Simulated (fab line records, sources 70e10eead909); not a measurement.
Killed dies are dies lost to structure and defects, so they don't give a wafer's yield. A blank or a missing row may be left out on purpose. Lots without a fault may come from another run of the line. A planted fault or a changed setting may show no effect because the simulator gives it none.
Chamber matching | flow nand_harc | NHARC_A_BONDPAD_DEP_00 on pecvd-01: 3 sister chambers
The step deposits SiCN, target thk 250 nm. 3 wafers are shown with their chamber, then 8 later ones without.

WAFERS WITH THEIR CHAMBER
wafer  | chamber | heater_power_w (W)
L350.3 | 1       | 599
L350.4 | 0       | 498
L353.3 | 2       | 693

WAFERS WITHOUT THEIR CHAMBER
wafer  | heater_power_w (W)
L353.5 | 491
L353.6 | 577
L359.1 | 643
L359.3 | 593
L359.5 | 623
L361.1 | 467
L361.3 | 657
L361.4 | 482

WHICH CHAMBER EACH WENT THROUGH
wafer  | from the rows above     | in truth
L353.5 | 0                       | 0
L353.6 | 1                       | 1
L359.1 | can't be placed: 1 or 2 | 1
L359.3 | 1                       | 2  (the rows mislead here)
L359.5 | can't be placed: 1 or 2 | 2
L361.1 | 0                       | 0
L361.3 | can't be placed: 2 or 1 | 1
L361.4 | 0                       | 0
Placed correctly: 4 of 8. Can't be placed from these rows: 3 (the true chamber is among the candidates in 3). Placed wrongly: 1.
How it was worked out, from the rows above alone: a wafer's distance from a chamber is the root of the sum, over the readings, of the square of ((its reading less the chamber's mean) divided by the reading's scatter). The wafer belongs to the nearest chamber; if the next one is less than 2 further off, it can't be placed. A chamber's mean is the mean of its shown wafers. The scatter: with one shown wafer a chamber, the root of the mean of the squares of how far each hidden wafer lies from its nearest shown one.
